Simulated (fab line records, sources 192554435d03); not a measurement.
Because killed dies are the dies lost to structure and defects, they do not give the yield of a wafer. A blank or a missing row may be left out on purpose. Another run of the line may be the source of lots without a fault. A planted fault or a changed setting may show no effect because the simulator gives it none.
Which tool did it?	flow n5 finfet	24 lots with 72 wafers sampled at 6 steps, on a route of 1938 steps

== WHAT EACH GAUGE READ, for each wafer ==
N5_BEOL_M5_RS_MEAS_57: the measuring method here is four-point-probe. Usual: M5_RS 0.384 ohm/sq, standard deviation 0.011.
lot	measured	on	M5_RS (ohm/sq)	flag
L074	day 8 21:03	film metro-02	0.368 0.379 0.368	
L075	day 9 08:14	film metro-02	0.378 0.377 0.395	
L076	day 9 16:14	film metro-02	0.395 0.403 0.395	
L077	day 9 16:49	film metro-01	0.412 0.396 0.395	
L079	day 9 20:16	film metro-02	0.385 0.382 0.406	
L078	day 9 22:10	film metro-02	0.388 0.371 0.363	
L080	day 10 13:47	film metro-02	0.376 0.373 0.380	
L081	day 10 14:13	film metro-02	0.365 0.373 0.371	
L083	day 10 20:59	film metro-02	0.380 0.382 0.388	
L082	day 10 23:02	film metro-02	0.369 0.387 0.364	
L084	day 11 06:40	film metro-01	0.379 0.373 0.374	
L085	day 11 06:43	film metro-01	0.411 0.381 0.410	
L086	day 12 00:41	film metro-01	0.402 0.389 0.376	
L087	day 12 05:10	film metro-01	0.386 0.386 0.373	
L089	day 12 09:50	film metro-02	0.389 0.381 0.391	
L088	day 12 16:26	film metro-02	0.405 0.392 0.383	
L091	day 12 19:28	film metro-01	0.391 0.386 0.397	
L090	day 13 03:01	film metro-02	0.388 0.366 0.384	
L093	day 13 13:56	film metro-01	0.386 0.397 0.396	
L092	day 13 17:31	film metro-01	0.381 0.384 0.387	
L094	day 14 06:04	film metro-01	0.374 0.371 0.370	
L096	day 14 12:30	film metro-02	0.399 0.386 0.392	
L095	day 14 13:22	film metro-02	0.378 0.379 0.386	
L097	day 14 22:28	film metro-01	0.397 0.398 0.412	

N5_BEOL_M6_CD_MEAS_18: pitch 80 nm, target cd 40 nm. Usual: cd nm reads 39.9 nm (standard deviation 0.58).
lot	measured	on	cd nm (nm)	flag
L074	day 9 00:08	cd sem-01	39.9 40.1 39.9	
L075	day 9 11:34	cd sem-02	40.2 39.3 39.2	
L076	day 9 21:05	cd sem-03	38.6 39.3 39.9	
L077	day 9 21:31	cd sem-02	39.8 38.8 39.5	
L079	day 10 00:47	cd sem-03	39.8 40.1 39.3	
L078	day 10 01:41	cd sem-01	39.6 39.3 39.6	
L080	day 10 16:36	cd sem-01	39.7 39.2 39.2	
L081	day 10 18:08	cd sem-01	40.4 39.4 41.0	
L083	day 11 00:10	cd sem-01	40.9 40.7 40.9	
L082	day 11 02:20	cd sem-03	40.0 38.2 39.9	
L084	day 11 10:13	cd sem-03	39.9 39.5 40.8	
L085	day 11 10:43	cd sem-02	39.2 39.9 39.7	
L086	day 12 04:10	cd sem-02	39.8 39.6 39.9	
L087	day 12 09:16	cd sem-03	39.5 39.4 40.4	
L089	day 12 14:32	cd sem-01	40.7 39.9 40.6	
L088	day 12 18:50	cd sem-03	40.2 40.3 40.5	
L091	day 12 22:31	cd sem-02	40.5 39.4 39.7	
L090	day 13 05:37	cd sem-02	39.4 39.9 38.3	
L093	day 13 16:14	cd sem-03	39.8 40.3 39.5	
L092	day 13 21:04	cd sem-01	40.1 40.8 39.8	
L094	day 14 08:02	cd sem-02	39.9 40.1 40.3	
L096	day 14 16:20	cd sem-01	40.3 40.6 40.2	
L095	day 14 16:56	cd sem-03	40.3 40.2 39.4	
L097	day 15 01:59	cd sem-01	39.7 40.4 39.9	

N5_BEOL_M7_CD_MEAS_11: the cd target is 38.5 nm. Usual: cd nm reads 38.3 nm (standard deviation 0.43).
lot	measured	on	cd nm (nm)	flag
L074	day 9 10:00	cd sem-03	38.1 38.3 37.9	
L075	day 9 21:01	cd sem-02	38.8 38.2 38.7	
L076	day 10 06:34	cd sem-01	38.5 38.5 38.9	
L077	day 10 07:35	cd sem-02	39.2 39.4 39.2	
L079	day 10 08:09	cd sem-03	38.9 38.7 38.3	
L078	day 10 12:28	cd sem-03	38.4 38.0 38.0	
L080	day 11 01:23	cd sem-02	37.4 38.2 38.2	
L081	day 11 06:51	cd sem-02	38.7 38.0 38.0	
L083	day 11 07:10	cd sem-01	39.2 38.5 39.0	
L082	day 11 09:29	cd sem-01	38.3 38.8 38.4	
L084	day 11 16:35	cd sem-01	38.0 37.8 38.7	
L085	day 11 18:26	cd sem-03	38.2 37.7 38.2	
L086	day 12 14:07	cd sem-02	38.3 38.5 39.2	
L087	day 12 15:01	cd sem-03	37.6 37.6 38.1	
L089	day 12 21:23	cd sem-02	38.4 38.2 38.7	
L088	day 13 04:38	cd sem-01	38.5 38.3 37.9	
L091	day 13 08:20	cd sem-01	38.3 38.7 37.9	
L090	day 13 15:05	cd sem-01	37.9 37.8 38.4	
L093	day 13 23:40	cd sem-01	39.5 38.7 39.2	
L092	day 14 03:30	cd sem-03	38.6 38.8 37.9	
L094	day 14 16:20	cd sem-03	38.5 39.1 38.1	
L096	day 15 03:23	cd sem-03	37.8 38.2 38.0	
L095	day 15 05:59	cd sem-02	38.1 38.7 38.4	
L097	day 15 09:38	cd sem-01	37.8 37.8 38.1	

== EACH LOT AND THE TOOL THAT RAN IT (in order: tool; ch and the chambers of the sampled wafers; start) ==
lot	N5_BEOL_M5_SPUTTER_81	N5_BEOL_M6_SPUTTER_48	N5_BEOL_M7_ILD_DEP_00
L074	pvd sputter-01, day 8 14:34	pvd sputter-02, day 9 06:05	pecvd-02 ch 0,2, day 9 07:17
L075	pvd sputter-01, day 9 03:55	pvd sputter-03, day 9 16:16	pecvd-02 ch 0,1, day 9 17:25
L076	pvd sputter-03, day 9 11:54	pvd sputter-02, day 10 02:52	pecvd-04 ch 1,2, day 10 04:05
L077	pvd sputter-01, day 9 12:30	pvd sputter-01, day 10 04:40	pecvd-02 ch 0,1,2, day 10 05:44
L079	pvd sputter-02, day 9 15:56	pvd sputter-03, day 10 05:23	pecvd-04 ch 1,2, day 10 06:54
L078	pvd sputter-01, day 9 17:38	pvd sputter-03, day 10 06:36	pecvd-03 ch 0,2, day 10 07:46
L080	pvd sputter-01, day 10 09:14	pvd sputter-03, day 10 21:20	pecvd-03 ch 0,1,2, day 10 22:22
L081	pvd sputter-03, day 10 09:25	pvd sputter-01, day 11 01:05	pecvd-02 ch 0,1, day 11 02:05
L083	pvd sputter-03, day 10 16:37	pvd sputter-01, day 11 05:04	pecvd-02 ch 0,1,2, day 11 06:05
L082	pvd sputter-02, day 10 18:43	pvd sputter-01, day 11 06:43	pecvd-03 ch 0,1,2, day 11 08:02
L084	pvd sputter-03, day 11 02:17	pvd sputter-02, day 11 13:33	pecvd-03 ch 0,1,2, day 11 14:34
L085	pvd sputter-02, day 11 02:22	pvd sputter-01, day 11 14:38	pecvd-03 ch 0,1,2, day 11 15:58
L086	pvd sputter-01, day 11 20:14	pvd sputter-01, day 12 09:49	pecvd-04 ch 1,2, day 12 10:56
L087	pvd sputter-02, day 12 00:43	pvd sputter-03, day 12 12:44	pecvd-02 ch 0,1, day 12 13:49
L089	pvd sputter-02, day 12 05:32	pvd sputter-01, day 12 17:57	pecvd-02 ch 0,2, day 12 19:07
L088	pvd sputter-02, day 12 12:07	pvd sputter-03, day 12 22:30	pecvd-03 ch 0,2, day 12 23:37
L091	pvd sputter-03, day 12 14:11	pvd sputter-01, day 13 05:30	pecvd-04 ch 0,1, day 13 06:48
L090	pvd sputter-01, day 12 22:38	pvd sputter-01, day 13 08:49	pecvd-02 ch 0,1,2, day 13 09:49
L093	pvd sputter-02, day 13 09:14	pvd sputter-01, day 13 20:19	pecvd-04 ch 0,1,2, day 13 21:19
L092	pvd sputter-01, day 13 13:07	pvd sputter-01, day 14 00:37	pecvd-04 ch 0,1,2, day 14 01:37
L094	pvd sputter-03, day 14 01:27	pvd sputter-01, day 14 13:42	pecvd-03 ch 0,1,2, day 14 15:08
L096	pvd sputter-01, day 14 08:10	pvd sputter-02, day 15 00:34	pecvd-03 ch 1,2, day 15 01:35
L095	pvd sputter-02, day 14 08:28	pvd sputter-02, day 15 00:41	pecvd-02 ch 1,2, day 15 01:52
L097	pvd sputter-01, day 14 18:05	pvd sputter-01, day 15 07:04	pecvd-04 ch 1,2, day 15 08:19
- N5_BEOL_M5_SPUTTER_81: material Cu, target thk 15 nm, time 27.62 s.
- N5_BEOL_M6_SPUTTER_48: material Cu, target thk 10 nm, time 1.667 s.
- N5_BEOL_M7_ILD_DEP_00: deposits SiCOH lowk from DEMS/porogen, target thk 179.75 nm, time 33.4 s.

== AS READ BY THE TOOLS THEMSELVES (means over the sampled wafers that have a number; for cases with no such wafer, the mark the record gives instead) ==
N5_BEOL_M5_SPUTTER_81. Usual: throttle valve pct reads 30.3 % (standard deviation 1.3).
lot	tool	throttle valve pct (%)	flag
L074	pvd sputter-01	30.5	
L075	pvd sputter-01	30.7	
L076	pvd sputter-03	28.7	
L077	pvd sputter-01	30.7	
L079	pvd sputter-02	30.4	
L078	pvd sputter-01	31.9	
L080	pvd sputter-01	31.2	
L081	pvd sputter-03	30.8	
L083	pvd sputter-03	30.7	
L082	pvd sputter-02	30.2	
L084	pvd sputter-03	30.7	
L085	pvd sputter-02	29.4	
L086	pvd sputter-01	30.3	
L087	pvd sputter-02	30.1	
L089	pvd sputter-02	30.6	
L088	pvd sputter-02	30.3	
L091	pvd sputter-03	31.2	
L090	pvd sputter-01	30.1	
L093	pvd sputter-02	29.8	
L092	pvd sputter-01	30.3	
L094	pvd sputter-03	30.7	
L096	pvd sputter-01	30.5	
L095	pvd sputter-02	30.0	
L097	pvd sputter-01	30.4	

N5_BEOL_M6_SPUTTER_48. Usual: throttle valve pct reads 30.3 % (standard deviation 1.3).
lot	tool	throttle valve pct (%)	flag
L074	pvd sputter-02	30.0	
L075	pvd sputter-03	29.8	
L076	pvd sputter-02	30.0	
L077	pvd sputter-01	30.7	
L079	pvd sputter-03	29.7	
L078	pvd sputter-03	29.7	
L080	pvd sputter-03	29.9	
L081	pvd sputter-01	29.7	
L083	pvd sputter-01	31.8	
L082	pvd sputter-01	31.9	
L084	pvd sputter-02	30.2	
L085	pvd sputter-01	30.1	
L086	pvd sputter-01	30.7	
L087	pvd sputter-03	30.6	
L089	pvd sputter-01	31.1	
L088	pvd sputter-03	29.9	
L091	pvd sputter-01	30.1	
L090	pvd sputter-01	31.3	
L093	pvd sputter-01	30.1	
L092	pvd sputter-01	30.1	
L094	pvd sputter-01	30.1	
L096	pvd sputter-02	29.5	
L095	pvd sputter-02	30.5	
L097	pvd sputter-01	29.9	

N5_BEOL_M7_ILD_DEP_00. Usual: heater power w 294 W, standard deviation 63; showerhead plenum p Torr 5.737 Torr, standard deviation 0.0098; showerhead vpp V 1360 V, standard deviation 61; throttle valve pct 13.6 %, standard deviation 0.66.
lot	tool	heater power w (W)	showerhead plenum p Torr (Torr)	showerhead vpp V (V)	throttle valve pct (%)	flag
L074	pecvd-02	279	5.735	1384	13.9	
L075	pecvd-02	317	5.729	1378	13.8	
L076	pecvd-04	283	5.729	1372	13.1	
L077	pecvd-02	269	5.731	1357	13.6	
L079	pecvd-04	314	5.728	1353	13.2	
L078	pecvd-03	327	5.726	1266	14.1	
L080	pecvd-03	280	5.739	1340	13.7	
L081	pecvd-02	318	5.736	1364	14.0	
L083	pecvd-02	298	5.744	1377	13.6	
L082	pecvd-03	273	5.741	1347	13.9	
L084	pecvd-03	287	5.735	1340	13.7	
L085	pecvd-03	263	5.742	1348	13.6	
L086	pecvd-04	326	5.736	1357	13.3	
L087	pecvd-02	304	5.742	1341	13.5	
L089	pecvd-02	300	5.744	1393	13.7	
L088	pecvd-03	344	5.740	1281	14.2	
L091	pecvd-04	337	5.742	1383	14.2	
L090	pecvd-02	306	5.737	1367	13.7	
L093	pecvd-04	344	5.740	1368	13.7	
L092	pecvd-04	324	5.724	1368	13.8	
L094	pecvd-03	257	5.738	1344	13.9	
L096	pecvd-03	222	5.743	1394	13.2	
L095	pecvd-02	307	5.740	1323	13.1	
L097	pecvd-04	299	5.732	1367	13.1	

== THE ANSWER, worked out from the rows above alone ==
Rule: lot off if the mean of its wafers having a number is beyond 3 standard deviations from the usual mean. Also off: a lot with no number at a reading for which 4 or more lots have one. Any other lot the step has rows for is counted as sound. After the gauges, taken in route order, come the tools' own readings; for these a lot's mean is taken, as printed above. At the first step where some lot is off, the reading lying furthest off is the one used; lots without a number count as furthest.
Across all readings shown, no lot is off: no conclusion can be drawn from this.

== WHAT WAS PUT IN BY THE SIMULATOR ==
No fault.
